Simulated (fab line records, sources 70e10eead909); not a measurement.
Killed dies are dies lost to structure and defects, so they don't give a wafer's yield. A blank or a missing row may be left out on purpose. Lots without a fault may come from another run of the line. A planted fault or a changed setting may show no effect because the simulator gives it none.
fab line records | flow nand_harc
record lots=5 wafers=15 last_day=25
route steps=1159 shown P_GATE@126 END@1159
lots that met no fault: from a run of the same line without faults
start_h: hours from the record's first day to the start of the lot's first wafer shown | wait_h: hours since the lot's step before | " the same as in the row above | L1.1+2: a row that stands for several wafers | - no value, or no start given | * or withheld: withheld | < > ~ a bound
route shown NAME@n: a module of which the file shows steps, and the number in the route of the first | usual: mean/standard deviation of fault-free wafers | same: alike in all rows | chamber/n: place in a boat | sites: the reading at each site | _std_site: their standard deviation | _edge_site: outer sites' mean less inner sites' | radius_mm: how far each site lies from the wafer's centre | mask NAME#n: copy n | behind: the tool/chamber that last shaped the wafer | hold: why the lot was held/for how many hours/how that ended | device: the transistor (n, p or np) that didn't switch | end of line: the same wafers' tests at the end of the route | a step without rows: its recipe alone | killed: dies lost to structure and defects at the first sort, not the wafer's yield | map: a wafer's dies, x killed, . not, _ none there
set.NAME: the setting as run; set.NAME@STEP: as run at that earlier step | model.NAME: the simulator's own value behind a step, which no gauge read
lots at some steps of the route; a table a step, a row a wafer
services: from which hour (start_h, from the record's first day; less than 0 if before it) a tool's chamber was out of use, for how many hours, and why
## steps
# step NHARC_P_GATE_STRIP_15
# recipe time_s=780 temp_c=130 chemistry=SPM
# step NHARC_P_GATE_PRECLEAN_71
# recipe time_s=* temp_c=50 bath_age_min=0 chemistry=SC1
# step NHARC_P_GATE_SRD_72
# step NHARC_P_GATE_OXIDE_16
# recipe target_thk_a=30 temp_c=875 ox_time_s=392 material=SiO2
# step NHARC_P_GATE_CVD_17
# recipe target_thk_a=1500 temp_c=620 time_s=900 material=poly-Si
# step NHARC_P_GATE_HM_DEP_102
# recipe target_thk_a=1200 temp_c=400 material=aC
# step NHARC_P_GATE_DEP_103
# recipe target_thk_a=300 target_thk_nm=30 temp_c=400 flow_sccm=200 rf_w=350 material=SiON
# usual heater_power_w=774/100
# columns lot.wafer tool chamber start_h wait_h heater_power_w
L344.2 pecvd-04 2 104.12 0.5 677
L344.1 " 0 " " 841
L344.4 " 1 " " 846
L355.2 pecvd-04 2 171.50 0.5 624
L355.6 " 2 " " 634
L355.4 " 0 " " 886
L356.2 pecvd-02 1 178.23 0.6 763
L356.3 " 2 " " 691
L356.6 " 2 " " 706
L361.1 pecvd-02 2 207.58 0.6 793
L361.4 " 0 " " 828
L361.6 " 2 " " 802
L363.2 pecvd-03 1 222.16 0.5 563
L363.1 " 2 " " 983
L363.4 " 1 " " 557
# step NHARC_P_GATE_DEHYDRATE_18
# recipe temp_c=150 time_s=120
# step NHARC_P_GATE_HMDS_19
# recipe time_s=30
# step NHARC_P_GATE_COAT_20
# recipe spin_rpm=1500 resist_thk_nm=90
# step NHARC_P_GATE_SOFTBAKE_21
# recipe temp_c=105 time_s=55
# step NHARC_P_GATE_EBR_22
# step NHARC_P_GATE_EXPOSE_23
# recipe na=1.35 target_cd_nm=120 dose_mj=93.91 mask_id=P_GATE
# columns lot.wafer tool chamber start_h wait_h mask
L344.1+2+4 arfi_scanner-02 0 104.53 - P_GATE#0
L355.2+4+6 arfi_scanner-01 0 172.04 - P_GATE_R1#0
L356.2+3+6 arfi_scanner-01 0 178.78 - P_GATE#0
L361.1+4+6 arfi_scanner-03 0 208.07 - P_GATE#0
L363.1+2+4 arfi_scanner-02 0 222.57 - P_GATE#0
# step NHARC_P_GATE_PEB_24
# recipe peb_temp_c=100 peb_time_s=65
# step NHARC_P_GATE_DEVELOP_25
# recipe develop_time_s=35 dev_temp_c=23
# step NHARC_P_GATE_CD_MEAS_26
# recipe target_cd_nm=120 landing_energy_ev=500
# usual cd_nm=119.8/0.68
# columns lot.wafer tool chamber start_h wait_h cd_nm
L344.1 cd_sem-01 0 104.67 - 119.0
L344.2 " 0 " " 120.0
L344.4 " 0 " " 120.1
L355.2 cd_sem-01 0 172.17 - 105.2
L355.4 " 0 " " 106.6
L355.6 " 0 " " 106.0
L356.2 cd_sem-02 0 178.91 - 119.8
L356.3 " 0 " " 119.0
L356.6 " 0 " " 120.2
L361.1 cd_sem-01 0 208.21 - 121.0
L361.4 " 0 " " 120.4
L361.6 " 0 " " 119.4
L363.1 cd_sem-03 0 222.71 - 119.6
L363.2 " 0 " " 118.8
L363.4 " 0 " " 119.1
# step NHARC_P_GATE_OVL_MEAS_27
# usual overlay_x_nm=-0.1/0.88 overlay_y_nm=0.1/0.59
# columns lot.wafer tool chamber start_h wait_h overlay_x_nm overlay_y_nm
L344.1 overlay-01 - 104.76 - 0.1 -0.6
L344.2 " - " " 0.3 -0.2
L344.4 " - " " 0.4 -0.7
L355.2 overlay-01 - 172.26 - -0.8 -0.1
L355.4 " - " " -0.7 0.3
L355.6 " - " " -0.8 0.2
L356.2 overlay-02 - 179.00 - -1.2 0.7
L356.3 " - " " -0.7 1.3
L356.6 " - " " -0.8 0.9
L361.1 overlay-01 - 208.30 - -2.2 1.0
L361.4 " - " " -1.9 1.1
L361.6 " - " " -1.4 0.7
L363.1 overlay-01 - 222.80 - 0.4 -0.4
L363.2 " - " " 0.6 -0.7
L363.4 " - " " 0.8 -0.4
# step NHARC_P_GATE_INSPECT_28
# usual raw_defect_count=5.8/2.6
# columns lot.wafer tool chamber start_h wait_h raw_defect_count
L344.1 defect_inspect-01 - 104.80 0.0 4
L344.2 " - " " 3
L344.4 " - " " 4
L355.2 defect_inspect-01 - 172.30 0.0 3
L355.4 " - " " 6
L355.6 " - " " 5
L356.2 defect_inspect-01 - 179.03 0.0 5
L356.3 " - " " 4
L356.6 " - " " 4
L361.1 defect_inspect-01 - 208.34 0.0 11
L361.4 " - " " 8
L361.6 " - " " 8
L363.1 defect_inspect-02 - 222.84 0.0 8
L363.2 " - " " 7
L363.4 " - " " 4
# step NHARC_P_GATE_DESCUM_31
# recipe time_s=3 o2_flow_sccm=200 ar_flow_sccm=0 bias_power_w=0 chemistry=O2
# usual drypump_motor_current_A=5.8/0.47 oes_product_au=1.000/0.014 rf_vpp_V=57.7/0.86 showerhead_plenum_p_Torr=1.89/0.086 throttle_valve_pct=11.310/0.0097
# same bias_power_w=0
# columns lot.wafer tool chamber start_h wait_h drypump_motor_current_A oes_product_au rf_hours_counter_h rf_vpp_V showerhead_plenum_p_Torr throttle_valve_pct model.P_GATE.cd_nm
L344.4 rie_diel-03 3 104.88 0.1 6.5 0.999 11 58.3 1.83 11.317 119.2
L344.2 " 1 " " 5.4 1.000 12 57.7 2.06 11.301 119.8
L344.1 " 2 " " 5.8 1.004 11 59.2 1.94 11.308 119.9
L355.2 rie_diel-03 0 172.37 0.1 5.8 1.001 21 58.1 1.87 11.315 105.2
L355.4 " 2 " " 5.8 1.014 25 58.2 1.93 11.312 107.4
L355.6 " 0 " " 5.8 0.999 - 57.9 1.87 11.301 105.7
L356.2 rie_diel-13 3 179.11 0.1 6.1 0.985 25 58.7 2.07 11.320 120.9
L356.3 " 0 " " 6.2 1.003 26 59.4 1.82 11.301 119.2
L356.6 " 1 " " 6.0 0.993 - 56.5 1.88 11.304 120.4
L361.1 rie_diel-03 1 208.42 0.1 5.3 1.003 30 58.3 2.05 11.316 120.3
L361.4 " 2 " " 5.8 1.005 30 57.2 1.93 11.305 120.7
L361.6 " 0 " " 5.9 1.005 - 58.2 1.87 11.320 119.8
L363.2 rie_diel-13 2 222.93 0.1 5.0 0.993 35 58.9 1.88 11.311 117.8
L363.4 " 3 " " 6.1 0.994 36 59.3 2.06 11.304 118.8
L363.1 " 0 " " 6.1 1.014 37 56.9 1.82 11.300 119
# step NHARC_P_GATE_ETCH_104
# recipe target_depth_a=600 time_s=withheld cf4_flow_sccm=100 chf3_flow_sccm=30 ar_flow_sccm=0 rf_w=500 bias_w=200 chemistry=CF4/CHF3
# usual drypump_motor_current_A=5.7/0.47 oes_product_au=0.948/0.023 rf_vpp_V=369.9/2.3 showerhead_plenum_p_Torr=1.56/0.066 throttle_valve_pct=16.803/0.0087
# columns lot.wafer tool chamber start_h wait_h drypump_motor_current_A oes_product_au rf_vpp_V showerhead_plenum_p_Torr throttle_valve_pct
L344.1 rie_diel-03 1 104.97 0.1 5.4 0.921 373.9 1.69 16.818
L344.4 " 2 " " 5.8 0.943 371.3 1.59 16.796
L344.2 " 0 " " 5.8 0.926 370.1 1.54 16.802
L355.4 rie_diel-03 3 172.44 0.1 6.6 0.965 367.1 1.51 16.811
L355.2 " 2 " " 5.8 0.927 372.3 1.59 16.817
L355.6 " 0 " " 5.9 0.926 370.1 1.54 16.809
L356.2 rie_diel-13 2 179.18 0.1 5.0 0.961 370.0 1.55 16.804
L356.3 " 3 " " 6.2 0.965 374.7 1.69 16.799
L356.6 " 3 " " 6.2 0.962 374.2 1.69 16.789
L361.4 rie_diel-03 3 208.48 0.1 6.5 0.958 367.0 1.51 16.791
L361.1 " 0 " " 5.9 0.960 369.2 1.54 16.783
L361.6 " 0 " " 5.9 0.966 369.4 1.54 16.792
L363.4 rie_diel-13 1 223.12 0.2 6.0 0.925 368.3 1.54 16.803
L363.2 " 2 " " 5.0 0.930 370.4 1.55 16.791
L363.1 " 3 " " 6.1 0.933 374.7 1.69 16.803
# step NHARC_P_GATE_HM_OPEN_105
# recipe target_depth_a=3600 o2_flow_sccm=400 cos_flow_sccm=20 ar_flow_sccm=0 rf_w=500 bias_w=300 chemistry=O2/COS
# usual drypump_motor_current_A=5.8/0.45 oes_product_au=1.001/0.013 rf_vpp_V=467/3 showerhead_plenum_p_Torr=3.09/0.14 throttle_valve_pct=28.330/0.0087
# columns lot.wafer tool chamber start_h wait_h drypump_motor_current_A oes_product_au rf_hours_counter_h rf_vpp_V showerhead_plenum_p_Torr throttle_valve_pct
L344.2 rie_diel-03 3 - - 6.5 1.004 11 464 3.00 28.334
L344.4 " 0 " " 5.9 0.990 11 467 3.06 28.326
L344.1 " 1 " " 5.4 1.009 12 471 3.35 28.334
L355.2 rie_diel-03 2 - - 5.8 1.009 25 469 3.15 28.326
L355.4 " 0 " " 5.9 0.995 21 468 3.05 28.315
L355.6 " 2 " " 5.8 1.014 - 469 3.15 28.343
L356.3 rie_diel-13 0 - - 6.2 1.003 26 464 2.98 28.325
L356.2 " 1 " " 6.0 1.000 25 466 3.06 28.319
L356.6 " 0 " " 6.2 0.994 - 464 2.98 28.317
L361.1 rie_diel-03 2 - - 5.8 1.011 30 468 3.15 28.321
L361.4 " 1 " " 5.4 1.018 30 472 3.34 28.317
L361.6 " 2 " " 5.8 1.013 - 469 3.15 28.321
L363.1 rie_diel-13 3 - - 6.1 1.002 37 474 3.35 28.332
L363.2 " 0 " " 6.2 1.005 37 464 2.98 28.335
L363.4 " 1 " " 6.0 1.003 36 468 3.06 28.328
# step NHARC_P_GATE_STRIP_106
# recipe o2_flow_sccm=400 cos_flow_sccm=20 ar_flow_sccm=0 bias_w=0 chemistry=O2/COS
# step NHARC_P_GATE_ETCH_114
# recipe target_depth_a=300 overetch_a=30 time_s=16.5 ion_energy_ev=100 cf4_flow_sccm=80 o2_flow_sccm=20 ar_flow_sccm=0 rf_w=300 bias_w=100 chemistry=CF4/O2
# usual drypump_motor_current_A=5.8/0.46 oes_o_777_au=0.999/0.0043 oes_product_au=1.001/0.013 rf_vpp_V=197.5/1.5 showerhead_plenum_p_Torr=1.32/0.059 throttle_valve_pct=13.398/0.0093
# columns lot.wafer tool chamber start_h wait_h drypump_motor_current_A oes_o_777_au oes_product_au rf_hours_counter_h rf_vpp_V showerhead_plenum_p_Torr throttle_valve_pct
L344.2 rie_diel-03 1 - - 5.4 0.998 1.003 12 200.3 1.43 13.394
L344.4 " 3 " " 6.5 0.995 1.001 11 197.1 1.28 13.408
L344.1 " 0 " " 5.8 1.001 0.994 11 197.5 1.31 13.404
L355.4 rie_diel-03 2 - - 5.8 1.002 1.012 25 198.1 1.35 13.412
L355.2 " 3 " " 6.5 1.003 1.004 23 196.9 1.28 13.403
L355.6 " 2 " " 5.8 1.000 1.012 - 199.2 1.35 13.403
L356.2 rie_diel-13 0 - - 6.2 0.998 1.008 26 197.1 1.27 13.392
L356.3 " 1 " " 5.9 0.996 1.002 25 196.8 1.31 13.390
L356.6 " 0 " " 6.2 1.000 1.001 - 196.6 1.27 13.403
L361.1 rie_diel-03 3 - - 6.5 1.001 1.006 28 197.1 1.28 13.405
L361.4 " 2 " " 5.8 1.000 1.021 30 200.2 1.35 13.399
L361.6 " 3 " " 6.5 1.003 1.000 - 196.0 1.28 13.393
L363.2 rie_diel-13 1 - - 6.0 1.004 0.984 36 196.7 1.31 13.404
L363.1 " 2 " " 5.0 0.997 0.989 36 196.2 1.32 13.383
L363.4 " 3 " " 6.1 1.000 0.994 37 198.7 1.44 13.397
# step NHARC_P_GATE_ETCH_32
# recipe target_depth_a=1500 over_etch_frac=1 over_etch_ion_energy_ev=40 time_s=100.1 hbr_flow_sccm=150 cl2_flow_sccm=50 rf_w=400 icp_w=400 bias_w=100 chemistry=HBr/Cl2
# usual drypump_motor_current_A=5.9/0.5 hbr_flow_sccm=150.0/0.43 oes_product_au=1.000/0.011 throttle_valve_pct=26.405/0.0096
# columns lot.wafer tool chamber start_h wait_h drypump_motor_current_A hbr_flow_sccm oes_product_au rf_hours_counter_h throttle_valve_pct model.P_GATE.cd_nm
L344.2 rie_si-06 2 105.34 - 5.5 149.7 1.000 0.8 26.430 119.2
L344.4 " 3 " " 5.0 150.0 0.977 0.8 26.422 117.9
L344.1 " 0 " " 5.5 149.3 1.021 0.8 26.397 123.9
L355.2 rie_si-04 3 172.84 - 6.1 150.0 1.007 0.5 26.409 107.6
L355.4 " 0 " " 5.6 150.0 0.986 0.5 26.396 105.5
L355.6 " 2 " " 5.9 149.6 1.001 - 26.393 109.9
L356.2 rie_si-04 1 179.57 - 6.3 149.9 1.007 0.7 26.410 125
L356.3 " 3 " " 6.1 150.5 1.017 0.6 26.388 120.1
L356.6 " 1 " " 6.4 149.5 1.006 - 26.410 120.5
L361.1 rie_si-02 0 208.86 - 5.9 150.0 0.998 1.4 26.397 126.5
L361.4 " 1 " " 5.7 150.3 1.001 1.4 26.388 121.5
L361.6 " 1 " " 5.7 150.6 1.005 - 26.396 120
L363.2 rie_si-04 3 224.02 - 6.1 151.0 1.007 1.0 26.407 117.5
L363.4 " 1 " " 6.4 150.2 1.011 1.1 26.401 119
L363.1 " 2 " " 5.9 149.6 1.008 1.1 26.400 121.6
# step NHARC_P_GATE_STRIP_108
# recipe o2_flow_sccm=500 ar_flow_sccm=0 bias_w=0 chemistry=O2
# usual drypump_motor_current_A=5.7/0.46 oes_product_au=1.002/0.015 rf_vpp_V=57.8/0.87 showerhead_plenum_p_Torr=3.49/0.15 throttle_valve_pct=17.037/0.0097
# columns lot.wafer tool chamber start_h wait_h drypump_motor_current_A oes_product_au rf_hours_counter_h rf_vpp_V showerhead_plenum_p_Torr throttle_valve_pct
L344.1 rie_diel-03 1 105.56 - 5.4 0.997 12 57.5 3.78 17.043
L344.2 " 2 " " 5.8 1.017 12 59.2 3.57 17.040
L344.4 " 3 " " 6.5 0.996 11 56.8 3.39 17.053
L355.2 rie_diel-03 2 173.00 - 5.8 1.001 25 58.2 3.56 17.042
L355.4 " 3 " " 6.5 1.006 23 56.7 3.38 17.044
L355.6 " 2 " " 5.8 1.010 - 57.5 3.56 17.035
L356.3 rie_diel-03 0 179.72 - 5.9 0.990 23 57.6 3.45 17.049
L356.2 " 1 " " 5.4 1.003 25 58.5 3.77 17.045
L356.6 " 0 " " 5.8 1.000 - 57.8 3.45 17.050
L361.1 rie_diel-03 1 209.03 - 5.4 1.017 30 59.8 3.77 17.039
L361.4 " 0 " " 5.8 1.005 28 57.8 3.45 17.052
L361.6 " 2 " " 5.8 1.018 - 57.7 3.56 17.034
L363.1 rie_diel-08 3 224.24 - 5.3 1.022 34 56.9 3.31 17.027
L363.4 " 0 " " 5.4 1.011 33 56.3 3.39 17.036
L363.2 " 1 " " 6.0 1.038 31 58.4 3.34 17.026
# step NHARC_END_SORT_01
# recipe temp_c=25
# usual killed_at_array=27/11 killed_at_other=0.7/1.1 killed_at_periphery=3.6/2.4 killed_dies=32/11 killed_open=3.3/1.8 killed_short=2.1/1.5
# same gross_dies=677
# columns lot.wafer tool chamber start_h wait_h killed_at_array killed_at_other killed_at_periphery killed_dies killed_open killed_short
L355.2 prober-01 0 526.32 2.8 9 0 6 15 2 3
L355.4 prober-01 0 527.90 3.4 8 0 14 22 2 0
L355.6 prober-01 0 529.48 3.9 12 0 2 14 2 2
# killed by level:class
L355.2 P_GATE:area_expose=3 A_CHANNEL_HOLE_D1:chamber_film_flake=2 A_WL_FILL:chamber_film_flake=2 P_GATE:geometric_particle:open=1 A_ONON_D1:geometric_particle:open=1 A_ONON_D1:geometric_particle:short=1 A_SGD_CUT:geometric_particle:short=1 A_WL_FILL:geometric_particle:short=1
L355.4 P_GATE:area_expose=13 A_CONTACT:chamber_film_flake=3 A_CONTACT:geometric_particle:open=1 A_BLC:geometric_particle:open=1 P_GATE:chamber_film_flake=1 A_CHANNEL_HOLE_D1:chamber_film_flake=1 A_STAIRCASE:chamber_film_flake=1 A_WL_FILL:chamber_film_flake=1
L355.6 A_CONTACT:chamber_film_flake=3 A_CHANNEL_HOLE_D1:chamber_film_flake=3 A_CONTACT:geometric_particle:open=2 A_STAIRCASE:chamber_film_flake=2 P_M0:geometric_particle:short=1 A_M0:geometric_particle:short=1 A_WL_FILL:chamber_film_flake=1 P_GATE:area_expose=1
## services
# columns tool chamber start_h hours kind
rie_diel-08 2 82.05 8.5 repair
arfi_scanner-02 - 84.00 4.0 pm
arfi_scanner-01 - 89.26 0.5 repair
arfi_scanner-01 - 92.16 9.3 repair
pecvd-04 - 96.67 0.9 repair
rie_si-04 0 97.73 4.9 repair
rie_si-04 - 99.00 9.0 pm
rie_diel-13 - 99.04 9.0 pm
rie_diel-08 0 107.52 1.8 repair
pecvd-03 - 111.05 13.0 pm
rie_diel-08 - 124.98 9.0 pm
pecvd-04 0 138.36 8.4 repair
arfi_scanner-03 - 140.00 4.0 pm
pecvd-02 - 145.32 0.5 repair
rie_diel-03 0 146.55 8.5 repair
rie_diel-03 3 147.82 10.4 repair
pecvd-02 - 153.17 13.0 pm
rie_si-02 1 158.54 5.2 repair
rie_si-06 - 183.00 9.0 pm
rie_si-06 - 193.14 0.2 repair
pecvd-04 - 195.23 13.0 pm
arfi_scanner-01 - 196.00 4.0 pm
rie_si-02 - 211.00 9.0 pm
rie_diel-03 - 215.31 9.0 pm
## key
first_sign step=NHARC_P_GATE_EXPOSE_23 reading=mask direction=changed
effect step=NHARC_P_GATE_CD_MEAS_26 reading=cd_nm direction=down sigmas=20 usual=119.8 struck=105.9
model_effect step=NHARC_P_GATE_DESCUM_31 value=P_GATE.cd_nm without=120.5 struck=106.1
model_effect step=NHARC_P_GATE_ETCH_32 value=P_GATE.cd_nm without=122.1 struck=107.7
met_at NHARC_P_GATE_EXPOSE_23
struck_wafers L355.2,L355.4,L355.6
tester_left_out L355
fault kind=wrong_mask tool=any chamber=- onset_h=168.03 steps=NHARC_P_GATE_EXPOSE_23 aux_copy=P_GATE_R1#0 cd_offset_nm=-14.373 scope=struck_lots_only
# tester_left_out: of these lots the tester's yield and bins aren't shown, on N5 and GAA mostly nor the transistor test; their killed dies are dies lost to structure and defects alone, not to doping, threshold or leakage, so they don't give the yield
